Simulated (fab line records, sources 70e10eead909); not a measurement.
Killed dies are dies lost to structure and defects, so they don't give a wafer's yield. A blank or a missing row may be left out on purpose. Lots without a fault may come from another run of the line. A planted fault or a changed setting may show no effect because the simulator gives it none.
fab line records | flow nand_harc
record lots=13 wafers=37 last_day=33
route steps=1302 shown A_SOURCE_PLATE@420 A_ONON_D1@446 A_CHANNEL_HOLE_D1@462
lots that met no fault: from a run of the same line without faults
start_h: hours from the record's first day to the start of the lot's first wafer shown | wait_h: hours since the lot's step before | " the same as in the row above | L1.1+2: a row that stands for several wafers | - no value, or no start given | * or withheld: withheld | < > ~ a bound
route shown NAME@n: a module of which the file shows steps, and the number in the route of the first | usual: mean/standard deviation of fault-free wafers | same: alike in all rows | chamber/n: place in a boat | sites: the reading at each site | _std_site: their standard deviation | _edge_site: outer sites' mean less inner sites' | radius_mm: how far each site lies from the wafer's centre | mask NAME#n: copy n | behind: the tool/chamber that last shaped the wafer | hold: why the lot was held/for how many hours/how that ended | device: the transistor (n, p or np) that didn't switch | end of line: the same wafers' tests at the end of the route | a step without rows: its recipe alone | killed: dies lost to structure and defects at the first sort, not the wafer's yield | map: a wafer's dies, x killed, . not, _ none there
set.NAME: the setting as run; set.NAME@STEP: as run at that earlier step | model.NAME: the simulator's own value behind a step, which no gauge read
steps of the route over a sample of lots; a table a step, a row a wafer
services: from which hour (start_h, from the record's first day; less than 0 if before it) a tool's chamber was out of use, for how many hours, and why
## steps
# step NHARC_A_SOURCE_PLATE_THK_MEAS_06
# recipe thk_meas_gauge=ellipsometry
# usual thk_nm=199.8/2.1
# columns lot.wafer tool chamber start_h wait_h thk_nm
L909.1 film_metro-01 - 165.23 0.4 202.7
L909.5 " - " " 200.2
L909.6 " - " " 197.0
L910.2 film_metro-02 - 168.84 0.4 199.5
L910.3 " - " " 201.5
L910.5 " - " " 201.0
L911.2 film_metro-02 - 184.43 0.4 205.0
L911.4 " - " " 204.9
L911.6 " - " " 200.7
L913.1 film_metro-02 - 203.78 0.4 196.5
L913.2 " - " " 197.4
L913.5 " - " " 199.7
L921.3 film_metro-02 - 277.64 0.4 202.4
L921.5 " - " " 200.7
L921.6 " - " " 198.8
L923.1 film_metro-02 - 304.04 0.4 200.2
L925.2 film_metro-02 - 326.54 0.4 202.2
L925.3 " - " " 201.0
L925.4 " - " " 201.3
L927.1 film_metro-02 - 338.17 0.4 199.3
L927.3 " - " " 200.6
L927.6 " - " " 201.3
L926.2 film_metro-01 - 338.17 0.4 199.2
L926.4 " - " " 199.2
L926.6 " - " " 199.2
L929.1 film_metro-02 - 361.43 0.4 198.4
L929.2 " - " " 196.5
L929.6 " - " " 197.6
L930.3 film_metro-02 - 369.34 0.4 202.9
L930.4 " - " " 200.8
L930.6 " - " " 201.3
L931.3 film_metro-01 - 385.58 0.4 198.3
L931.4 " - " " 197.9
L931.5 " - " " 197.6
L932.3 film_metro-02 - 400.79 0.4 197.1
L932.4 " - " " 197.4
L932.5 " - " " 199.0
# step NHARC_A_ONON_D1_DEP_33
# recipe target_thk_a=2000 temp_c=400 pressure_torr=6.5 rf_w=900 teos_flow_sccm=161.4 flow_sccm=2650 target_thk_nm=200 gas=O2 material=SiO2
# usual heater_power_w=602/81 throttle_valve_pct=15.8/0.53
# columns lot.wafer tool chamber start_h wait_h heater_power_w throttle_valve_pct
L910.2 pecvd-04 1 178.74 0.1 732 15.8
L910.3 " 2 " " 685 15.9
L910.5 " 0 " " 623 15.7
L909.1 pecvd-03 2 178.75 0.1 475 14.8
L909.6 " 2 " " 491 14.7
L909.5 " 0 " " 528 16.0
L911.2 pecvd-01 1 197.72 0.1 681 15.5
L911.6 " 1 " " 704 15.5
L911.4 " 0 " " 557 16.0
L913.1 pecvd-03 2 216.78 0.1 660 14.6
L913.2 " 1 " " 486 16.8
L913.5 " 2 " " 505 14.8
L921.3 pecvd-03 2 290.67 0.1 546 14.8
L921.5 " 2 " " 567 14.8
L921.6 " 1 " " 585 16.7
L923.1 pecvd-03 2 319.36 0.1 520 14.9
L925.3 pecvd-01 0 342.44 0.1 529 15.9
L925.2 " 2 " " 705 15.3
L925.4 " 0 " " 529 15.8
L927.1 pecvd-01 0 352.63 0.1 522 15.7
L927.3 " 1 " " 656 15.7
L927.6 " 1 " " 679 15.5
L926.2 pecvd-04 2 352.70 0.1 637 16.1
L926.6 " 1 " " 650 16.6
L926.4 " 2 " " 651 15.7
L929.2 pecvd-01 2 374.22 0.1 644 15.3
L929.1 " 0 " " 493 15.6
L929.6 " 2 " " 644 15.3
L930.3 pecvd-03 2 382.38 0.1 567 14.8
L930.4 " 2 " " 592 14.9
L930.6 " 1 " " 675 16.0
L931.3 pecvd-01 2 398.92 0.1 695 15.2
L931.4 " 2 " " 703 15.8
L931.5 " 0 " " 490 15.7
L932.3 pecvd-01 1 414.27 0.1 757 15.7
L932.5 " 2 " " 601 15.5
L932.4 " 0 " " 470 15.7
# step NHARC_A_ONON_D1_THK_MEAS_34
# recipe thk_meas_gauge=ellipsometry
# usual thk_nm=200/3.1
# columns lot.wafer tool chamber start_h wait_h hold thk_nm
L910.2 film_metro-02 - 179.16 - - 203
L910.3 " - " " - 199
L910.5 " - " " - 205
L909.1 film_metro-01 - 179.16 - - 200
L909.5 " - " " - 200
L909.6 " - " " - 205
L911.2 film_metro-01 - 198.14 - - 197
L911.4 " - " " - 202
L911.6 " - " " - 201
L913.1 film_metro-01 - 217.19 - - 198
L913.2 " - " " - 200
L913.5 " - " " - 201
L921.3 film_metro-02 - 291.08 - await_dispo/0.2h/release 200
L921.5 " - " " await_dispo/0.2h/release 263
L921.6 " - " " await_dispo/0.2h/release 266
L921.3 film_metro-02 - 291.25 0.2 - 199
L921.5 " - " " - 262
L921.6 " - " " - 266
L923.1 film_metro-02 - 319.73 - await_dispo/0.2h/release 257
L923.1 film_metro-02 - 319.90 0.2 - 256
L925.2 film_metro-02 - 342.85 - - 203
L925.3 " - " " - 201
L925.4 " - " " - 205
L926.2 film_metro-02 - 353.02 - - 198
L926.4 " - " " - 201
L926.6 " - " " - 200
L927.1 film_metro-02 - 353.04 - - 202
L927.3 " - " " - 196
L927.6 " - " " - 199
L929.1 film_metro-01 - 374.63 - - 200
L929.2 " - " " - 204
L929.6 " - " " - 204
L930.3 film_metro-01 - 382.80 - - 196
L930.4 " - " " - 202
L930.6 " - " " - 200
L931.3 film_metro-01 - 399.29 - - 204
L931.4 " - " " - 201
L931.5 " - " " - 200
L932.3 film_metro-01 - 414.59 - - 194
L932.4 " - " " - 200
L932.5 " - " " - 205
# step NHARC_A_CHANNEL_HOLE_D1_CD_MEAS_10
# recipe target_cd_nm=100 landing_energy_ev=500
# usual cd_nm=100.0/0.54
# columns lot.wafer tool chamber start_h wait_h cd_nm
L910.2 cd_sem-03 0 183.92 - 99.2
L910.3 " 0 " " 99.5
L910.5 " 0 " " 98.9
L909.1 cd_sem-02 0 184.50 - 100.3
L909.5 " 0 " " 99.6
L909.6 " 0 " " 100.3
L911.2 cd_sem-02 0 202.60 - 99.4
L911.4 " 0 " " 99.6
L911.6 " 0 " " 100.0
L913.1 cd_sem-02 0 221.29 - 100.6
L913.2 " 0 " " 100.4
L913.5 " 0 " " 100.5
L921.3 cd_sem-01 0 301.62 - 100.0
L921.5 " 0 " " 99.7
L921.6 " 0 " " 100.1
L923.1 cd_sem-03 0 333.49 - 99.5
L925.2 cd_sem-02 0 348.64 - 99.4
L925.3 " 0 " " 99.8
L925.4 " 0 " " 100.8
L926.2 cd_sem-02 0 357.96 - 100.1
L926.4 " 0 " " 99.9
L926.6 " 0 " " 100.6
L927.1 cd_sem-01 0 358.68 - 100.0
L927.3 " 0 " " 100.7
L927.6 " 0 " " 100.7
L929.1 cd_sem-02 0 385.17 - 99.0
L929.2 " 0 " " 98.6
L929.6 " 0 " " 99.2
L930.3 cd_sem-02 0 393.22 - 100.5
L930.4 " 0 " " 100.9
L930.6 " 0 " " 100.3
L931.3 cd_sem-02 0 406.26 - 100.3
L931.4 " 0 " " 100.3
L931.5 " 0 " " 100.0
L932.3 cd_sem-02 0 418.73 - 101.0
L932.4 " 0 " " 100.9
L932.5 " 0 " " 100.4
# step NHARC_A_CHANNEL_HOLE_D1_ETCH_24
# recipe bias_v=5000 source_w=withheld pressure_mtorr=20 time_s=906.2 ar_flow_sccm=375 c4f8_flow_sccm=93.8 o2_flow_sccm=31.2 temp_c=-20 target_depth_a=15000 chemistry=C4F8/O2/Ar
# usual drypump_motor_current_A=5.37/0.29 showerhead_plenum_p_Torr=3.64/0.1 throttle_valve_pct=32.236/0.0085
# columns lot.wafer tool chamber start_h wait_h drypump_motor_current_A rf_hours_counter_h showerhead_plenum_p_Torr throttle_valve_pct
L910.2 har_etch-02 1 188.07 0.6 5.73 292 3.65 32.233
L910.3 " 1 " " 5.74 - 3.65 32.239
L910.5 " 1 " " 5.73 - 3.65 32.234
L909.1 har_etch-01 0 189.44 0.6 5.37 94 3.52 32.237
L909.5 " 1 " " 5.48 - 3.72 32.219
L909.6 " 0 " " 5.33 - 3.52 32.238
L911.2 har_etch-01 1 206.09 0.6 5.46 105 3.72 32.229
L911.4 " 1 " " 5.47 - 3.72 32.240
L911.6 " 1 " " 5.45 - 3.72 32.232
L913.1 har_etch-02 0 224.99 0.6 4.97 315 3.75 32.247
L913.2 " 1 " " 5.72 315 3.64 32.225
L913.5 " 0 " " 4.98 - 3.75 32.249
L921.3 har_etch-02 0 305.74 0.6 5.00 - 3.73 32.230
L921.5 " 1 " " 5.73 - 3.61 32.246
L921.6 " 0 " " 4.94 - 3.73 32.242
L923.1 har_etch-02 1 338.74 0.6 5.75 373 3.61 32.234
L925.2 har_etch-02 1 352.96 0.6 5.73 388 3.60 32.231
L925.4 " 0 " " 4.98 - 3.71 32.246
L925.3 " 1 " " 5.74 - 3.60 32.230
L926.2 har_etch-01 1 361.65 0.6 5.46 189 3.67 32.253
L926.4 " 0 " " 5.34 - 3.47 32.236
L926.6 " 0 " " 5.33 - 3.47 32.238
L927.1 har_etch-02 1 362.49 0.6 5.71 396 3.60 32.228
L927.3 " 0 " " 5.00 - 3.71 32.248
L927.6 " 1 " " 5.72 - 3.60 32.225
L929.1 har_etch-01 0 390.35 0.6 5.31 211 3.46 32.235
L929.2 " 1 " " 5.49 211 3.66 32.240
L929.6 " 1 " " 5.47 - 3.66 32.237
L930.3 har_etch-02 1 400.57 0.6 5.74 - 3.92 32.252
L930.4 " 0 " " 4.97 - 3.70 32.227
L930.6 " 0 " " 4.96 - 3.70 32.234
L931.4 har_etch-01 0 410.00 0.6 5.33 - 3.46 32.230
L931.3 " 1 " " 5.48 - 3.65 32.246
L931.5 " 0 " " 5.31 - 3.46 32.234
L932.3 har_etch-01 0 424.24 0.6 5.29 - 3.45 32.242
L932.4 " 1 " " 5.49 - 3.65 32.211
L932.5 " 0 " " 5.31 - 3.45 32.238
## services
# columns tool chamber start_h hours kind
pecvd-04 - 166.00 0.3 repair
pecvd-03 - 185.00 13.0 pm
pecvd-04 - 262.38 0.4 repair
pecvd-01 - 268.25 1.7 repair
pecvd-04 - 269.29 13.0 pm
pecvd-01 - 311.23 13.0 pm
pecvd-01 0 311.23 13.0 vent_cycle
pecvd-01 1 311.23 13.0 vent_cycle
pecvd-01 2 311.23 13.0 vent_cycle
pecvd-01 0 324.23 - clean
pecvd-01 1 324.23 - clean
pecvd-01 2 324.23 - clean
pecvd-04 0 340.78 10.6 repair
pecvd-01 2 342.86 3.7 repair
pecvd-03 - 366.00 13.0 pm
har_etch-02 - 377.00 17.0 pm
har_etch-02 0 377.00 17.0 vent_cycle
har_etch-02 1 377.00 17.0 vent_cycle
har_etch-02 0 394.00 - clean
har_etch-02 0 394.00 - consumable_replace:focus_ring
har_etch-02 1 394.00 - clean
har_etch-02 1 394.00 - consumable_replace:focus_ring
har_etch-02 1 394.00 - consumable_replace:showerhead
pecvd-04 2 412.79 2.5 repair
## key
first_sign step=NHARC_A_ONON_D1_THK_MEAS_34 reading=visit direction=added
effect step=NHARC_A_ONON_D1_THK_MEAS_34 reading=thk_nm direction=up sigmas=20 usual=200 struck=262
met_at NHARC_A_ONON_D1_DEP_33
struck_lots L921,L923
struck_wafers L921.5,L921.6,L923.1
tester_left_out L921,L923
not_acting_at NHARC_A_SOURCE_PLATE_THK_MEAS_06,NHARC_A_CHANNEL_HOLE_D1_CD_MEAS_10,NHARC_A_CHANNEL_HOLE_D1_ETCH_24
onset_between 216.78 290.67
fault kind=process_parameter_drift tool=pecvd-03 chamber=- onset_h=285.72 steps=NHARC_A_ONON_D1_DEP_33 channel=target_thk_nm offset=61.091 shape=step end_h=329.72 scope=struck_wafers_only acts_in=these_recipes_only stated=200
# tester_left_out: of these lots the tester's yield and bins aren't shown, on N5 and GAA mostly nor the transistor test; their killed dies are dies lost to structure and defects alone, not to doping, threshold or leakage, so they don't give the yield
